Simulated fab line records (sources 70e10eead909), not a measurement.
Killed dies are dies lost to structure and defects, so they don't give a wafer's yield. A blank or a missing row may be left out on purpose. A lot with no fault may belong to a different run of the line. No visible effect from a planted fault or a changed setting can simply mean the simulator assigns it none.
Chamber matching | flow nandHarc | rieDiel-01 running NHARC_P_M2_DESCUM_14: 4 sister chambers
The step chemistry O2, time 3 s. 22 wafers are shown with their chamber, then 11 later ones without.

WAFERS PAIRED WITH THEIR CHAMBERS
wafer  | chamber | showerheadPlenumPTorr (Torr) | drypumpMotorCurrentA (A) | oesProductAu (a.u.)
L074.1 | 0       | 1.88                         | 5.9                      | 0.986
L074.3 | 1       | 1.79                         | 5.9                      | 0.987
L074.6 | 1       | 1.79                         | 5.9                      | 1.001
L078.2 | 3       | 1.80                         | 6.0                      | 1.006
L078.3 | 0       | 1.88                         | 6.0                      | 1.014
L078.5 | 2       | 1.80                         | 5.7                      | 1.009
L080.1 | 0       | 1.88                         | 6.0                      | 1.001
L080.4 | 2       | 1.80                         | 5.6                      | 1.008
L080.6 | 1       | 1.79                         | 6.0                      | 1.005
L086.2 | 0       | 1.88                         | 6.0                      | 0.984
L086.3 | 1       | 1.79                         | 5.9                      | 1.001
L086.6 | 0       | 1.88                         | 5.9                      | 0.981
L089.1 | 1       | 1.79                         | 5.9                      | 0.996
L089.4 | 2       | 1.79                         | 5.6                      | 1.008
L089.6 | 0       | 1.88                         | 5.9                      | 0.997
L090.1 | 0       | 1.88                         | 5.9                      | 0.993
L090.5 | 1       | 1.79                         | 5.9                      | 1.011
L090.6 | 2       | 1.79                         | 5.6                      | 1.004
L091.2 | 1       | 1.79                         | 5.9                      | 0.999
L091.3 | 0       | 1.88                         | 6.0                      | 0.988
L091.6 | 0       | 1.88                         | 6.0                      | 0.993
L092.4 | 3       | 1.80                         | 6.0                      | 1.012

SIGNATURES, as means of the wafers listed above
reading               | chamber 0 | chamber 1 | chamber 2 | chamber 3 | scatter within a chamber
showerheadPlenumPTorr | 1.8800    | 1.7900    | 1.7950    | 1.8000    | 0.00236
drypumpMotorCurrentA  | 5.956     | 5.914     | 5.625     | 6.000     | 0.0461
oesProductAu          | 0.99300   | 1.00000   | 1.00725   | 1.00900   | 0.00812
Rule: for each reading, subtract the chamber's mean from the wafer's reading, divide by that reading's scatter and square the result; add these up over the readings and take the root, which gives the wafer's distance from the chamber. If the next closest chamber is less than 2 further off than the closest, the wafer can't be placed; otherwise it belongs to the closest. The scatter: take each reading less its chamber's mean, square it, sum over the shown wafers, divide by the number of wafers less the number of chambers, and take the root.

WAFERS MISSING THEIR CHAMBER
wafer  | showerheadPlenumPTorr (Torr) | drypumpMotorCurrentA (A) | oesProductAu (a.u.)
L092.5 | 1.79                         | 5.9                      | 0.998
L092.6 | 1.88                         | 6.0                      | 0.987
L093.3 | 1.79                         | 5.9                      | 1.007
L093.4 | 1.79                         | 5.7                      | 1.012
L093.6 | 1.79                         | 5.7                      | 1.014
L095.2 | 1.79                         | 5.7                      | 1.002
L095.3 | 1.80                         | 6.0                      | 1.005
L095.6 | 1.80                         | 6.0                      | 1.000
L096.2 | 1.79                         | 5.7                      | 1.013
L096.4 | 1.88                         | 6.0                      | 0.988
L096.5 | 1.79                         | 5.9                      | 0.994

THE CHAMBER EACH PASSED THROUGH
wafer  | from the rows above     | in truth
L092.5 | 1                       | 1
L092.6 | 0                       | 0
L093.3 | 1                       | 1
L093.4 | 2                       | 2
L093.6 | 2                       | 2
L095.2 | can't be placed: 2 or 1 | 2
L095.3 | 3                       | 3
L095.6 | 3                       | 3
L096.2 | 2                       | 2
L096.4 | 0                       | 0
L096.5 | 1                       | 1
10 of 11 placed correctly. Can't be placed from these rows: 1 (the true chamber is among the candidates in 1). Number placed wrongly: 0.
